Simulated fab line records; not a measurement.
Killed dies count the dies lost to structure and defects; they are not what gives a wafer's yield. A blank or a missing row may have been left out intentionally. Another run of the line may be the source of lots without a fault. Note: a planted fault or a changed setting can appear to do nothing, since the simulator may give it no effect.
fab line records	flow n5_finfet
record lots=14	wafers=42	last_day=18
route steps=1938 shown BEOL_M6@1252 BEOL_M7@1280
lots untouched by any fault: they come from a run of this same line in which no faults occurred
start_h: hours from the record's first day to the start of the lot's first wafer shown	wait_h: how many hours have passed since the lot's step before this one	" same as the row above	L1.1+2: one row covering several wafers at once	- no value present, or no start provided	* or withheld: withheld	< > ~ a bound
route shown NAME@n: NAME is a module with steps in the file, n the number in the route of the first one	usual: average and standard deviation across the fault-free wafers	same: alike in all rows	chamber/n: place in a boat	sites: per-site readings	_std_site: standard deviation of those values	_edge_site: the outer-site mean with the inner-site mean subtracted	radius_mm: how far each site lies from the wafer's centre	mask NAME#n: copy n	behind: tool/chamber where the wafer was last shaped	hold: reason for holding the lot/hours on hold/outcome of the hold	device: transistor that didn't switch, given as n, p or np	end of line: tests run on the same wafers once the route is complete	a step with no rows: only its recipe	killed: count of dies lost to structure and defects at first sort (not the wafer's yield)	map: shows each die of a wafer: x if killed, . if not, _ if none is there
set.NAME: the setting the step ran with; set.NAME@STEP: the setting that earlier step ran with	model.NAME: the simulator's own value behind a step, which no gauge read
one table for each step of the route and one row for each wafer, over a sample of lots
services: a tool's chamber out of use, with start hour (start_h, from the record's first day; less than 0 if before it), hours out, and reason
## steps
# step N5_BEOL_M6_SURFACE_TREAT_79
# recipe gas=Ar	time_s=*	ion_energy_ev=*	ion_current_ma_cm2=0.5	pressure_mtorr=*	ar_flow_sccm=30
# usual throttle_valve_pct=*
lot.wafer	tool	chamber	start_h	wait_h	throttle_valve_pct
L161.2	pvd_sputter-03	-	189.89	1.1	*
L161.3	"	-	"	"	*
L161.4	"	-	"	"	*
L162.1	pvd_sputter-03	-	190.01	0.7	*
L162.2	"	-	"	"	*
L162.3	"	-	"	"	*
L164.3	pvd_sputter-02	-	202.40	0.3	*
L164.4	"	-	"	"	*
L164.6	"	-	"	"	*
L165.4	pvd_sputter-03	-	209.23	0.2	*
L165.5	"	-	"	"	*
L165.6	"	-	"	"	*
L173.2	pvd_sputter-02	-	258.48	0.3	*
L173.3	"	-	"	"	*
L173.6	"	-	"	"	*
L174.2	pvd_sputter-03	-	275.37	1.7	*
L174.3	"	-	"	"	*
L174.5	"	-	"	"	*
L177.2	pvd_sputter-02	-	279.51	0.2	*
L177.3	"	-	"	"	*
L177.5	"	-	"	"	*
L179.1	pvd_sputter-02	-	282.41	0.2	*
L179.2	"	-	"	"	*
L179.3	"	-	"	"	*
L176.2	pvd_sputter-02	-	283.90	0.5	*
L176.3	"	-	"	"	*
L176.6	"	-	"	"	*
L178.1	pvd_sputter-02	-	284.10	0.5	*
L178.4	"	-	"	"	*
L178.5	"	-	"	"	*
L180.3	pvd_sputter-01	-	305.42	0.2	*
L180.5	"	-	"	"	*
L180.6	"	-	"	"	*
L183.1	pvd_sputter-02	-	323.89	0.2	*
L183.2	"	-	"	"	*
L183.4	"	-	"	"	*
L182.2	pvd_sputter-02	-	332.92	0.2	*
L182.4	"	-	"	"	*
L182.6	"	-	"	"	*
L184.2	pvd_sputter-01	-	337.56	0.2	*
L184.4	"	-	"	"	*
L184.5	"	-	"	"	*
# step N5_BEOL_M7_ETCH_61
# recipe chemistry=CF4	target=SiARC	target_depth_a=455	mask_material=CAR-ArF	time_s=75.8	ion_energy_ev=80	pressure_mtorr=40	source_w=545	bias_w=36	Ar_flow_sccm=100	cf4_flow_sccm=100	ends=cleared
# usual cf4_flow_sccm=99.97/0.26	drypump_motor_current_A=5.9/0.33	etch_rf_on_time_s=75.2/1.3	oes_product_au=0.68/0.077	rf_vpp_V=184.2/0.99	showerhead_plenum_p_Torr=2.16/0.038	throttle_valve_pct=15.60/0.25
lot.wafer	tool	chamber	start_h	wait_h	cf4_flow_sccm	drypump_motor_current_A	etch_rf_on_time_s	oes_product_au	rf_hours_counter_h	rf_vpp_V	showerhead_plenum_p_Torr	throttle_valve_pct
L161.2	rie_diel-05	2	193.06	0.0	100.31	5.5	76.5	0.69	66	184.3	2.16	15.46
L161.3	"	0	"	"	99.79	6.1	74.3	0.75	45	184.8	2.18	15.65
L161.4	"	1	"	"	100.36	5.9	76.6	0.74	42	184.6	2.18	15.26
L162.1	rie_diel-01	0	195.28	0.0	99.96	6.3	77.1	0.57	254	184.1	2.19	15.61
L162.2	"	2	"	"	99.98	5.5	74.9	0.59	217	182.6	2.21	15.97
L162.3	"	1	"	"	99.78	5.9	76.1	0.59	235	183.8	2.12	15.75
L164.3	rie_diel-01	2	206.11	0.0	99.92	5.5	77.7	0.58	221	184.4	2.20	15.96
L164.4	"	2	"	"	100.05	5.5	76.7	0.58	-	184.4	2.21	15.98
L164.6	"	3	"	"	99.96	5.8	76.7	0.67	-	181.8	2.07	15.84
L165.4	rie_diel-02	3	212.40	0.0	99.90	5.7	75.0	0.63	156	184.0	2.15	15.45
L165.5	"	1	"	"	99.38	6.4	73.7	0.63	-	184.9	2.13	15.89
L165.6	"	2	"	"	100.08	6.3	72.9	0.80	-	184.6	2.19	15.59
L173.2	rie_diel-05	0	262.48	0.0	99.68	6.1	73.8	0.72	67	184.0	2.17	15.71
L173.3	"	3	"	"	99.73	6.0	76.6	0.58	245	184.3	2.19	15.66
L173.6	"	2	"	"	100.14	5.5	76.1	0.68	-	185.7	2.16	15.48
L174.2	rie_diel-01	3	279.65	0.0	99.83	5.8	75.6	0.66	146	182.5	2.06	15.90
L174.3	"	2	"	"	100.01	5.5	76.4	0.57	247	184.5	2.20	16.03
L174.5	"	0	"	"	99.73	6.3	75.6	0.79	-	185.3	2.19	15.15
L177.2	rie_diel-05	1	283.11	0.0	99.91	5.9	75.4	0.72	66	184.2	2.17	15.29
L177.3	"	2	"	"	100.10	5.5	75.1	0.67	92	185.7	2.15	15.49
L177.5	"	0	"	"	100.50	6.1	73.6	0.72	-	183.1	2.17	15.73
L179.1	rie_diel-05	0	285.80	0.0	100.12	6.1	74.4	0.72	74	185.7	2.17	15.72
L179.2	"	1	"	"	99.98	5.9	76.1	0.72	67	185.7	2.17	15.31
L179.3	"	2	"	"	100.33	5.5	76.2	0.67	93	182.4	2.15	15.49
L176.2	rie_diel-02	3	287.01	0.0	99.49	5.7	76.1	0.61	179	184.9	2.14	15.50
L176.3	"	1	"	"	99.92	6.4	74.6	0.61	208	183.2	2.12	15.94
L176.6	"	2	"	"	99.61	6.3	72.5	0.76	-	184.3	2.18	15.64
L178.1	rie_diel-01	2	288.55	0.0	100.27	5.5	77.2	0.56	249	185.8	2.20	16.03
L178.4	"	0	"	"	99.41	6.4	76.2	0.77	23	185.8	2.18	15.15
L178.5	"	2	"	"	99.76	5.5	76.4	0.55	-	185.0	2.19	16.00
L180.3	rie_diel-05	0	311.69	0.0	100.23	6.1	73.2	0.71	83	185.2	2.17	15.74
L180.5	"	2	"	"	99.98	5.5	75.5	0.67	-	184.5	2.15	15.53
L180.6	"	1	"	"	100.16	5.9	75.9	0.71	-	183.8	2.17	15.33
L183.1	rie_diel-02	3	332.67	0.0	99.94	5.7	77.0	0.60	191	184.4	2.13	15.51
L183.2	"	1	"	"	99.83	6.4	75.9	0.60	221	184.5	2.12	15.97
L183.4	"	0	"	"	100.02	5.4	76.3	0.64	126	184.1	2.15	15.64
L182.2	rie_diel-01	0	336.99	0.0	99.52	6.3	75.6	0.76	36	186.0	2.18	15.18
L182.4	"	1	"	"	100.13	5.9	74.7	0.78	26	184.0	2.10	15.34
L182.6	"	2	"	"	99.89	5.5	74.4	0.84	-	186.0	2.19	15.54
L184.2	rie_diel-02	2	342.24	0.0	99.95	6.3	72.0	0.75	56	185.2	2.17	15.67
L184.4	"	3	"	"	99.47	5.6	76.0	0.61	195	184.1	2.13	15.50
L184.5	"	2	"	"	99.69	6.3	72.5	0.75	-	184.5	2.17	15.66
# step N5_BEOL_M7_ETCH_62
# recipe chemistry=N2/H2	target=SOC	target_depth_a=1100	overetch_a=220	mask_material=SiARC	temp_c=40	time_s=165	ion_energy_ev=200	pressure_mtorr=30	source_w=840	bias_w=150	n2_flow_sccm=200	h2_flow_sccm=200
# usual drypump_motor_current_A=5.9/0.33	oes_product_au=0.68/0.073	rf_vpp_V=524.3/1.5	showerhead_plenum_p_Torr=2.56/0.048	throttle_valve_pct=17.81/0.28
lot.wafer	tool	chamber	start_h	wait_h	drypump_motor_current_A	oes_product_au	rf_hours_counter_h	rf_vpp_V	showerhead_plenum_p_Torr	throttle_valve_pct
L161.2	rie_diel-05	2	193.11	0.0	5.5	0.69	66	524.3	2.58	17.74
L161.3	"	0	"	"	6.1	0.73	45	524.3	2.59	17.91
L161.4	"	1	"	"	5.9	0.74	42	524.2	2.58	17.37
L162.1	rie_diel-01	0	195.34	0.0	6.3	0.57	254	524.6	2.60	17.72
L162.2	"	2	"	"	5.5	0.58	217	524.8	2.62	18.16
L162.3	"	1	"	"	5.9	0.59	235	523.6	2.51	17.84
L164.3	rie_diel-01	2	206.17	0.0	5.5	0.59	221	525.9	2.62	18.18
L164.4	"	2	"	"	5.5	0.58	-	526.4	2.62	18.18
L164.6	"	3	"	"	5.8	0.67	-	520.2	2.45	18.08
L165.4	rie_diel-02	3	212.45	0.0	5.7	0.62	156	524.3	2.54	17.62
L165.5	"	1	"	"	6.4	0.61	-	524.1	2.53	18.19
L165.6	"	2	"	"	6.3	0.78	-	523.7	2.59	17.71
L173.2	rie_diel-05	0	262.54	0.0	6.1	0.70	67	525.3	2.58	17.97
L173.3	"	3	"	"	6.0	0.58	245	526.1	2.62	17.91
L173.6	"	2	"	"	5.5	0.67	-	523.7	2.57	17.77
L174.2	rie_diel-01	3	279.71	0.0	5.8	0.65	146	521.1	2.44	18.14
L174.3	"	2	"	"	5.5	0.57	247	526.3	2.61	18.23
L174.5	"	0	"	"	6.3	0.79	-	525.8	2.59	17.33
L177.2	rie_diel-05	1	283.17	0.0	5.9	0.71	66	525.3	2.57	17.43
L177.3	"	2	"	"	5.5	0.67	92	525.2	2.57	17.75
L177.5	"	0	"	"	6.1	0.70	-	523.4	2.58	17.99
L179.1	rie_diel-05	0	285.85	0.0	6.1	0.70	74	524.0	2.58	17.96
L179.2	"	1	"	"	5.9	0.72	67	525.7	2.57	17.42
L179.3	"	2	"	"	5.5	0.66	93	524.5	2.57	17.76
L176.2	rie_diel-02	3	287.07	0.0	5.6	0.61	179	523.6	2.53	17.67
L176.3	"	1	"	"	6.4	0.60	208	522.8	2.52	18.23
L176.6	"	2	"	"	6.3	0.75	-	524.3	2.58	17.75
L178.1	rie_diel-01	2	288.60	0.0	5.5	0.56	249	525.1	2.61	18.24
L178.4	"	0	"	"	6.4	0.77	23	525.7	2.59	17.32
L178.5	"	2	"	"	5.5	0.56	-	525.8	2.61	18.23
L180.3	rie_diel-05	0	311.75	0.0	6.1	0.69	84	523.6	2.57	17.97
L180.5	"	2	"	"	5.5	0.67	-	525.9	2.57	17.80
L180.6	"	1	"	"	5.9	0.70	-	523.8	2.56	17.43
L183.1	rie_diel-02	3	332.73	0.0	5.7	0.60	191	523.6	2.53	17.68
L183.2	"	1	"	"	6.4	0.59	221	523.3	2.52	18.24
L183.4	"	0	"	"	5.4	0.65	126	524.7	2.56	17.86
L182.2	rie_diel-01	0	337.05	0.0	6.3	0.75	36	527.0	2.58	17.35
L182.4	"	1	"	"	5.9	0.77	26	523.0	2.49	17.49
L182.6	"	2	"	"	5.5	0.82	-	524.6	2.60	17.79
L184.2	rie_diel-02	2	342.30	0.0	6.3	0.72	56	523.6	2.58	17.78
L184.4	"	3	"	"	5.7	0.60	195	524.3	2.53	17.70
L184.5	"	2	"	"	6.3	0.71	-	525.0	2.58	17.79
# step N5_BEOL_M7_HM_OPEN_17
# recipe chemistry=Cl2/BCl3	target_depth_a=200	overetch_a=60	target=TiN	mask_material=SOC	ion_energy_ev=150	pressure_mtorr=10	icp_w=1000	bias_w=126	Cl2_flow_sccm=53.25	bcl3_flow_sccm=21.75	Ar_flow_sccm=25
# usual bcl3_flow_sccm=21.75/0.061	bias_w=126.0/0.35	drypump_motor_current_A=5.7/0.57	oes_product_au=0.67/0.095	throttle_valve_pct=21.98/0.14
lot.wafer	tool	chamber	start_h	wait_h	bcl3_flow_sccm	bias_w	drypump_motor_current_A	oes_product_au	rf_hours_counter_h	throttle_valve_pct
L161.2	rie_metal-03	0	193.33	0.1	21.62	126.3	5.5	0.52	-	22.06
L161.3	"	0	"	"	21.74	126.1	5.5	0.52	-	22.05
L161.4	"	0	"	"	21.63	125.9	5.5	0.52	-	22.05
L162.1	rie_metal-03	0	195.52	0.0	21.80	126.4	5.5	0.51	126	22.05
L162.2	"	1	"	"	21.73	126.0	6.2	0.86	0	22.19
L162.3	"	1	"	"	21.70	125.7	6.2	0.86	-	22.18
L164.3	rie_metal-01	0	206.39	0.1	-	-	-	-	-	-
L164.4	"	1	"	"	-	-	-	-	-	-
L164.6	"	1	"	"	-	-	-	-	-	-
L165.4	rie_metal-01	1	212.67	0.1	-	-	-	-	-	-
L165.5	"	0	"	"	-	-	-	-	-	-
L165.6	"	1	"	"	-	-	-	-	-	-
L173.2	rie_metal-02	1	262.76	0.1	21.82	126.4	6.0	0.75	-	21.98
L173.3	"	1	"	"	21.84	126.1	6.0	0.76	-	21.96
L173.6	"	1	"	"	21.79	125.9	6.0	0.76	-	21.96
L174.2	rie_metal-02	1	279.89	0.0	21.72	125.9	6.0	0.74	12	21.97
L174.3	"	1	"	"	21.79	126.1	6.0	0.74	-	21.98
L174.5	"	0	"	"	21.77	126.0	4.8	0.67	-	21.99
L177.2	rie_metal-01	1	283.36	0.0	21.69	125.5	5.1	0.66	44	21.84
L177.3	"	1	"	"	21.70	125.3	5.2	0.66	-	21.82
L177.5	"	1	"	"	21.61	125.5	5.2	0.66	-	21.80
L179.1	rie_metal-01	1	286.04	0.0	21.81	125.1	5.2	0.67	44	21.81
L179.2	"	0	"	"	21.84	126.1	6.5	0.55	107	22.11
L179.3	"	0	"	"	21.74	125.7	6.4	0.54	-	22.11
L176.2	rie_metal-02	1	287.26	0.0	21.84	126.6	6.0	0.75	13	21.97
L176.3	"	0	"	"	21.76	125.5	4.8	0.66	-	21.98
L176.6	"	1	"	"	21.79	125.9	6.0	0.75	-	21.98
L178.1	rie_metal-02	0	288.79	0.0	21.81	126.2	4.8	0.66	45	22.00
L178.4	"	0	"	"	21.75	126.4	4.8	0.66	-	22.00
L178.5	"	1	"	"	21.76	126.1	6.0	0.74	-	22.00
L180.3	rie_metal-01	0	311.96	0.1	21.71	126.3	6.4	0.53	-	22.14
L180.5	"	0	"	"	21.76	126.3	6.5	0.53	-	22.12
L180.6	"	1	"	"	21.62	126.0	5.2	0.65	-	21.83
L183.1	rie_metal-01	1	332.91	0.0	21.72	126.0	5.2	0.65	48	21.83
L183.2	"	0	"	"	21.70	126.6	6.4	0.53	111	22.14
L183.4	"	1	"	"	21.77	126.1	5.2	0.65	-	21.85
L182.2	rie_metal-01	1	337.26	0.1	21.82	126.2	5.2	0.65	-	21.83
L182.4	"	1	"	"	21.76	126.0	5.2	0.65	-	21.81
L182.6	"	1	"	"	21.75	126.4	5.2	0.65	-	21.82
L184.2	rie_metal-01	1	342.52	0.1	21.79	126.1	5.2	0.65	-	21.84
L184.4	"	1	"	"	21.76	126.1	5.2	0.65	-	21.81
L184.5	"	1	"	"	21.73	126.0	5.2	0.65	-	21.84
# step N5_BEOL_M7_CD_MEAS_18
# recipe pitch_nm=80	target_cd_nm=40
# usual cd_nm=40.1/0.43
lot.wafer	tool	chamber	start_h	wait_h	cd_nm
L161.2	cd_sem-01	-	193.57	0.1	39.7
L161.3	"	-	"	"	40.2
L161.4	"	-	"	"	39.7
L162.1	cd_sem-01	-	195.74	0.0	39.7
L162.2	"	-	"	"	39.4
L162.3	"	-	"	"	40.2
L164.3	cd_sem-01	-	206.55	0.1	-
L164.4	"	-	"	"	-
L164.6	"	-	"	"	-
L165.4	cd_sem-02	-	212.83	0.1	-
L165.5	"	-	"	"	-
L165.6	"	-	"	"	-
L173.2	cd_sem-02	-	263.17	0.1	40.2
L173.3	"	-	"	"	40.2
L173.6	"	-	"	"	39.3
L174.2	cd_sem-01	-	280.26	0.1	40.2
L174.3	"	-	"	"	40.2
L174.5	"	-	"	"	40.3
L177.2	cd_sem-03	-	283.55	0.1	40.9
L177.3	"	-	"	"	40.2
L177.5	"	-	"	"	40.4
L179.1	cd_sem-02	-	286.23	0.0	40.3
L179.2	"	-	"	"	40.3
L179.3	"	-	"	"	40.2
L176.2	cd_sem-03	-	287.44	0.1	39.9
L176.3	"	-	"	"	40.3
L176.6	"	-	"	"	40.3
L178.1	cd_sem-01	-	289.02	0.0	40.9
L178.4	"	-	"	"	40.1
L178.5	"	-	"	"	39.5
L180.3	cd_sem-01	-	312.20	0.1	40.2
L180.5	"	-	"	"	39.8
L180.6	"	-	"	"	40.1
L183.1	cd_sem-02	-	333.10	0.0	38.8
L183.2	"	-	"	"	39.8
L183.4	"	-	"	"	40.0
L182.2	cd_sem-03	-	337.56	0.1	40.3
L182.4	"	-	"	"	40.1
L182.6	"	-	"	"	39.5
L184.2	cd_sem-01	-	342.81	0.1	40.5
L184.4	"	-	"	"	40.5
L184.5	"	-	"	"	40.6
## services
tool	chamber	start_h	hours	kind
rie_diel-02	3	191.01	10.1	repair
rie_diel-01	0	196.11	-	clean
rie_diel-01	0	196.11	-	consumable_replace:focus_ring
rie_diel-01	0	196.11	21.7	scheduled_down
rie_diel-01	0	196.11	21.7	vent_cycle
rie_metal-02	-	205.59	28.1	pm
rie_diel-05	1	210.89	6.7	repair
rie_metal-03	-	230.48	1.4	pm
rie_metal-02	-	233.69	2.8	pm
rie_diel-01	1	233.89	-	clean
rie_diel-01	1	233.89	-	consumable_replace:focus_ring
rie_diel-01	1	233.89	18.3	scheduled_down
rie_diel-01	1	233.89	18.3	vent_cycle
rie_metal-02	0	249.11	16.4	repair
rie_metal-01	0	249.94	7.1	repair
rie_diel-02	-	275.29	0.6	repair
rie_metal-03	0	285.62	1.4	repair
rie_metal-03	-	296.71	2.8	pm
rie_diel-02	-	303.01	0.5	repair
rie_metal-01	-	307.96	1.4	pm
rie_diel-01	0	311.36	5.4	repair
rie_metal-03	1	329.18	5.2	repair
pvd_sputter-02	-	335.43	2.0	repair
rie_diel-01	-	338.55	0.3	repair
## key
first_sign step=N5_BEOL_M7_HM_OPEN_17	reading=tool_record	direction=missing
effect step=N5_BEOL_M7_CD_MEAS_18	reading=cd_nm	direction=missing
met_at N5_BEOL_M7_HM_OPEN_17
struck_lots L164,L165
later_rows_left_out L164.3,L164.4,L164.6,L165.4,L165.5,L165.6
sort_left_out L164.3,L164.4,L164.6,L165.4,L165.5,L165.6
not_acting_at N5_BEOL_M6_SURFACE_TREAT_79,N5_BEOL_M7_ETCH_61,N5_BEOL_M7_ETCH_62
fault kind=skipped_step_whole	tool=rie_metal-01	chamber=-	onset_h=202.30	steps=N5_BEOL_M7_HM_OPEN_17	scope=struck_lots_only
# sort_left_out: the simulated sort isn't trusted on such a fault, so these wafers' sort isn't shown, and their yield isn't known
# later_rows_left_out: the simulator's readings of these wafers behind a module that went badly wrong aren't trusted and aren't shown, but for the sort
